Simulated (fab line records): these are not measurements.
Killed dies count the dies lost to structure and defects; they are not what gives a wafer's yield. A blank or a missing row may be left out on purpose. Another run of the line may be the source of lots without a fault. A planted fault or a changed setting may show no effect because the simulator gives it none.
A struck lot beside a sound one | flow n5-finfet | 23 out of 1938 route steps
Sound: the wafers L414.3, L414.5, L414.6. Wafers struck: L409.2, L409.3, L409.5. At the end, the cause is stated.
Per side, at each step with rows, come the tool, then ch with its chambers, and then its first start. Under that, the readings that differ: sound wafers | struck wafers | difference of the means | sigmas: that difference in standard deviations of wafers without a fault.
alike: words and numbers the same on both sides, and readings whose means are apart by under 2 such deviations; not compared: readings that were withheld, readings missing a value for some wafer, numbers with overlapping values and no deviation given by the record, and bounds like >300 which may hide the same value.
Wherever a step has rows on one side only, a row that says differs or no value, or a row with sigmas, the two part there. Numbers that don't overlap but have no deviation are shown without sigmas and don't part them. Lack of a reading on every wafer of one side parts them only where that side has two or more wafers.

first, 9 steps without rows for these wafers: N5_BEOL_M7_SOFTBAKE_06 (time 60 s); N5_BEOL_M7_EXPOSE_08 (exposes mask M7); N5_BEOL_M7_PEB_09 (peb time 60 s); N5_BEOL_M7_DEVELOP_10 (develop time 30 s); N5_BEOL_M7_DESCUM_16 (chemistry O2, time 7.9 s); N5_BEOL_M7_ETCH_61 (etches SiARC in CF4, target depth 45.5 nm, time 75.8 s); N5_BEOL_M7_ETCH_62 (etches SOC in N2/H2, target depth 110 nm, overetch 22 nm, time 165 s); N5_BEOL_M7_STRIP_68 (strips in N2/H2); N5_BEOL_M7_STRIP_67 (strips in CF4).
N5_BEOL_M7_HM_OPEN_17: chemistry Cl2/BCl3, target TiN, target depth 20 nm, overetch 6 nm.
  sound on rie-metal-02 ch 0,1, day 14 15:31; struck on rie-metal-03 ch 0,1, day 13 06:05
  reading               | sound          | struck         | difference | sigmas
  oes-product-au (a.u.) | 0.85 0.84 0.70 | 0.71 0.57 0.56 | -0.18      | -2
  alike: drypump-motor-current-A, throttle-valve-pct
  not compared: rf-hours-counter-h
then, 10 steps without rows for these wafers: N5_BEOL_M7_STRIP_19 (strips in O2); N5_BEOL_M7_COAT_63 (time 60 s, resist thk 60 nm); N5_BEOL_M7_COAT_64 (time 60 s, resist thk 12 nm); N5_BEOL_M7_COAT_71 (time 60 s, resist thk 5 nm); N5_BEOL_M7_COAT_22 (resist thk 30 nm); N5_BEOL_M7_EBR_24; N5_BEOL_M7_SOFTBAKE_23 (time 60 s); N5_BEOL_M7_EXPOSE_25 (exposes mask V6, target cd 40 nm); N5_BEOL_M7_PEB_26 (peb time 60 s); N5_BEOL_M7_DEVELOP_27 (develop time 30 s).
N5_BEOL_M7_INSPECT_30: inspects for defects (brightfield).
  sound on defect-inspect-01 at day 14 18:22; struck on defect-inspect-01 at day 13 06:55
  reading          | sound       | struck       | difference | sigmas
  raw-defect-count | 462 314 411 | 1200 995 923 | +644       | +7
then, 1 step without rows for these wafers: N5_BEOL_M7_DESCUM_33 (chemistry O2, time 7 s).
-- record jumps: 3 days separate the struck wafers' starts on either side; left off in module BEOL_M7, taken up again in module PASSIVATION, whose first shown step is the route's number 1936 --
N5_PASSIVATION_PROBE_49:
  only the struck wafers here have rows in the record (prober-01, day 16 09:20); the sound ones have none

## WHERE THEY PART
At N5_BEOL_M7_HM_OPEN_17 first; at N5_PASSIVATION_PROBE_49 last (within this record only).

WHY: what the simulator had put in
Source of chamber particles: rie-metal-03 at N5_BEOL_M7_HM_OPEN_17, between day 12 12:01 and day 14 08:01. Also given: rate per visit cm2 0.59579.
